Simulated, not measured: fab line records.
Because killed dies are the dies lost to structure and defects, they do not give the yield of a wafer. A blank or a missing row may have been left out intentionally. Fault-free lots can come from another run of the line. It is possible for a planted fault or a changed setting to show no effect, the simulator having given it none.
Which tool did it? + flow nandHarc + 37 wafers from 13 lots sampled at 6 of the route's 1302 steps

WHAT THE GAUGES SHOWED, per wafer
NHARC_P_CONTACT_CD_MEAS_12: target cd 90 nm.
| lot  | measured     | on       | cdNm (nm)      |
|------|--------------|----------|----------------|
| L180 | day 6 00:02  | cdSem-01 | 90.8 90.1 90.8 |
| L181 | day 6 03:06  | cdSem-03 | 89.7 88.8 90.2 |
| L184 | day 7 12:35  | cdSem-03 | 89.6 89.3 90.2 |
| L192 | day 10 23:49 | cdSem-01 | 89.9 89.4      |
| L193 | day 11 06:31 | cdSem-01 | 89.3 90.1      |
| L195 | day 12 00:13 | cdSem-02 | 90.5 89.6 90.4 |
| L196 | day 12 19:13 | cdSem-01 | 90.1 91.4 90.7 |
| L198 | day 13 07:12 | cdSem-02 | 89.2 89.2 89.8 |
| L199 | day 13 20:39 | cdSem-03 | 90.5 89.4 90.0 |
| L200 | day 14 12:41 | cdSem-03 | 90.2 90.7 90.2 |
| L201 | day 15 01:47 | cdSem-02 | 89.8 90.0 88.8 |
| L202 | day 15 04:39 | cdSem-02 | 90.4 91.1 90.0 |
| L203 | day 15 11:53 | cdSem-02 | 89.0 89.1 88.8 |

NHARC_P_CONTACT_CD_MEAS_19.
| lot  | measured     | on       | cdNm (nm)      |
|------|--------------|----------|----------------|
| L180 | day 6 01:06  | cdSem-02 | 91.2 90.3 91.1 |
| L181 | day 6 04:10  | cdSem-02 | 90.5 88.4 89.2 |
| L184 | day 7 13:38  | cdSem-02 | 88.4 90.4 89.7 |
| L192 | day 11 00:52 | cdSem-02 | 89.6 89.4      |
| L193 | day 11 07:34 | cdSem-03 | 89.9 89.7      |
| L195 | day 12 01:16 | cdSem-02 | 92.1 89.4 90.3 |
| L196 | day 12 20:16 | cdSem-03 | 88.8 89.9 90.7 |
| L198 | day 13 08:15 | cdSem-03 | 88.7 87.2 88.6 |
| L199 | day 13 21:43 | cdSem-03 | 91.1 90.2 92.1 |
| L200 | day 14 13:54 | cdSem-01 | 91.7 92.6 89.5 |
| L201 | day 15 02:59 | cdSem-01 | 90.6 90.1 89.3 |
| L202 | day 15 05:43 | cdSem-01 | 88.9 91.0 91.6 |
| L203 | day 15 12:57 | cdSem-02 | 87.4 87.6 88.1 |

NHARC_P_M0_CD_MEAS_09: target cd 90 nm.
| lot  | measured     | on       | cdNm (nm)      |
|------|--------------|----------|----------------|
| L180 | day 6 04:14  | cdSem-01 | 91.0 90.6 90.4 |
| L181 | day 6 07:16  | cdSem-01 | 89.1 89.2 89.7 |
| L184 | day 7 16:44  | cdSem-02 | 90.2 89.2 89.6 |
| L192 | day 11 03:52 | cdSem-01 | 90.0 82.1      |
| L193 | day 11 10:49 | cdSem-02 | 80.9 81.7      |
| L195 | day 12 04:22 | cdSem-03 | 89.1 90.0 89.2 |
| L196 | day 12 23:22 | cdSem-01 | 90.3 90.8 90.2 |
| L198 | day 13 11:22 | cdSem-02 | 88.7 90.1 89.5 |
| L199 | day 14 00:55 | cdSem-02 | 89.9 90.2 90.2 |
| L200 | day 14 17:01 | cdSem-02 | 89.8 89.6 90.4 |
| L201 | day 15 06:06 | cdSem-02 | 89.6 88.8 88.8 |
| L202 | day 15 08:50 | cdSem-03 | 90.1 89.0 89.7 |
| L203 | day 15 15:56 | cdSem-01 | 89.8 89.5 88.9 |

NHARC_END_SORT_01.
| lot  | measured     | on        | defectLimitedYield (%) | killedAtArray | killedAtOther | killedAtPeriphery | killedDies | killedOpen | killedShort |
|------|--------------|-----------|------------------------|---------------|---------------|-------------------|------------|------------|-------------|
| L184 | day 25 18:56 | prober-02 | 86.7 88.8 88.2         | 88 73 74      | 0 3 0         | 2 0 6             | 90 76 80   | 3 2 5      | 4 5 2       |
| L192 | day 29 12:11 | prober-01 | 95.9 97.0              | 23 15         | 1 1           | 4 4               | 28 20      | 2 4        | 2 2         |
| L193 | day 30 06:13 | prober-02 | 88.2 89.4              | 75 67         | 0 4           | 5 1               | 80 72      | 2 6        | 5 2         |
| L200 | day 32 09:05 | prober-02 | 94.2 93.6 93.5         | 32 37 37      | 0 2 3         | 7 4 4             | 39 43 44   | 2 4 6      | 2 4 4       |

WHAT TOOL EACH LOT RAN ON (gives the tool, then ch and the chambers of the sampled wafers, and finally the start)
| lot  | NHARC_P_CONTACT_ETCH_35           | NHARC_P_M0_PEB_07                |
|------|-----------------------------------|----------------------------------|
| L180 | rieDiel-01 ch 1,3, day 6 00:19    | lithoTrack-04 ch 0, day 6 04:10  |
| L181 | rieDiel-06 ch 0,2,3, day 6 03:23  | lithoTrack-01 ch 0, day 6 07:11  |
| L184 | rieDiel-06 ch 0,1,2, day 7 12:51  | lithoTrack-06 ch 0, day 7 16:40  |
| L192 | rieDiel-01 ch 0,1, day 11 00:06   | lithoTrack-04 ch 0, day 11 03:47 |
| L193 | rieDiel-01 ch 1,3, day 11 06:47   | lithoTrack-04 ch 0, day 11 10:44 |
| L195 | rieDiel-01 ch 1,2, day 12 00:29   | lithoTrack-06 ch 0, day 12 04:17 |
| L196 | rieDiel-06 ch 0,2,3, day 12 19:29 | lithoTrack-01 ch 0, day 12 23:17 |
| L198 | rieDiel-05 ch 1,2,3, day 13 07:29 | lithoTrack-01 ch 0, day 13 11:17 |
| L199 | rieDiel-05 ch 0,2,3, day 13 20:55 | lithoTrack-01 ch 0, day 14 00:50 |
| L200 | rieDiel-01 ch 0,2,3, day 14 12:59 | lithoTrack-06 ch 0, day 14 16:55 |
| L201 | rieDiel-01 ch 0,3, day 15 02:05   | lithoTrack-06 ch 0, day 15 06:01 |
| L202 | rieDiel-05 ch 1,2,3, day 15 04:56 | lithoTrack-04 ch 0, day 15 08:45 |
| L203 | rieDiel-06 ch 0,1, day 15 12:10   | lithoTrack-04 ch 0, day 15 15:52 |
- NHARC_P_CONTACT_ETCH_35: etches the open film in CF4, target depth 39 nm, time 65 s.
- NHARC_P_M0_PEB_07: peb time 65 s.

WHAT THE TOOLS THEMSELVES READ (means of the sampled wafers that have a number; where no wafer has one, the mark that the record gives instead)
NHARC_P_CONTACT_ETCH_35.
| lot  | tool       | drypumpMotorCurrentA (A) | oesProductAu (a.u.) | rfFwdPowerW (W) | rfVppV (V) | showerheadPlenumPTorr (Torr) | throttleValvePct (%) |
|------|------------|--------------------------|---------------------|-----------------|------------|------------------------------|----------------------|
| L180 | rieDiel-01 | 5.5                      | 1.003               | 298.1           | 150.3      | 1.66                         | 13.282               |
| L181 | rieDiel-06 | 5.5                      | 0.993               | 297.4           | 151.6      | 1.87                         | 13.275               |
| L184 | rieDiel-06 | 5.4                      | 0.984               | 296.5           | 151.5      | 1.81                         | 13.295               |
| L192 | rieDiel-01 | 5.2                      | 1.006               | 298.3           | 149.9      | 1.69                         | 13.290               |
| L193 | rieDiel-01 | 5.6                      | 0.995               | 297.5           | 150.8      | 1.67                         | 13.282               |
| L195 | rieDiel-01 | 5.6                      | 1.005               | 297.2           | 151.8      | 1.81                         | 13.297               |
| L196 | rieDiel-06 | 5.5                      | 0.982               | 297.5           | 151.6      | 1.87                         | 13.285               |
| L198 | rieDiel-05 | 5.6                      | 1.000               | 297.1           | 149.1      | 1.73                         | 13.290               |
| L199 | rieDiel-05 | 5.3                      | 0.999               | 296.8           | 150.9      | 1.72                         | 13.292               |
| L200 | rieDiel-01 | 5.7                      | 1.009               | 297.1           | 150.7      | 1.76                         | 13.282               |
| L201 | rieDiel-01 | 5.8                      | 1.008               | 298.0           | 149.9      | 1.69                         | 13.284               |
| L202 | rieDiel-05 | 5.6                      | 0.993               | 296.2           | 151.4      | 1.73                         | 13.283               |
| L203 | rieDiel-06 | 5.7                      | 0.991               | 297.1           | 151.1      | 1.79                         | 13.281               |

NHARC_P_M0_PEB_07.
| lot  | tool          | heaterPowerTotalW (W) |
|------|---------------|-----------------------|
| L180 | lithoTrack-04 | 156.8                 |
| L181 | lithoTrack-01 | 156.4                 |
| L184 | lithoTrack-06 | 156.7                 |
| L192 | lithoTrack-04 | 165.8                 |
| L193 | lithoTrack-04 | 175.7                 |
| L195 | lithoTrack-06 | 156.7                 |
| L196 | lithoTrack-01 | 156.9                 |
| L198 | lithoTrack-01 | 156.8                 |
| L199 | lithoTrack-01 | 156.7                 |
| L200 | lithoTrack-06 | 156.2                 |
| L201 | lithoTrack-06 | 156.4                 |
| L202 | lithoTrack-04 | 156.6                 |
| L203 | lithoTrack-04 | 156.7                 |

THE ANSWER, worked out from the rows above alone
Rule: the lots themselves supply what counts as usual. Put in order of their means at a reading, lots are off if they are a third of the lots or fewer, leave a main group of 4 or more, and stand apart from it by a gap of 3 or more times the standard deviation of the main group's means; of several such gaps the widest counts. The tables above print the reading to a certain number of digits; a main group whose means all agree to those digits is not used. Also off: a lot with no number at a reading for which 4 or more lots have one. The other lots that the step has rows for count as sound. First the gauges in route order, then the tools' own readings, where a lot's mean is used as printed above. The first step at which some lot is off is used, and at that step the reading that is off furthest; a lot without a number counts as furthest.
Off: L192, L193, at NHARC_P_M0_CD_MEAS_09 (cdNm). For the main group the mean is 89.7 nm and the standard deviation 0.47.
If a tool, at a process step before that reading, ran all the lots that are off and no sound lot after the first of them, it fits. Not tried: the gauges at NHARC_P_M0_CD_MEAS_09; whatever is off there is also off at NHARC_P_M0_PEB_07, on other tools, and gauge error can't account for it. None of those tried fits.

WHAT THE SIMULATOR HAD INSERTED
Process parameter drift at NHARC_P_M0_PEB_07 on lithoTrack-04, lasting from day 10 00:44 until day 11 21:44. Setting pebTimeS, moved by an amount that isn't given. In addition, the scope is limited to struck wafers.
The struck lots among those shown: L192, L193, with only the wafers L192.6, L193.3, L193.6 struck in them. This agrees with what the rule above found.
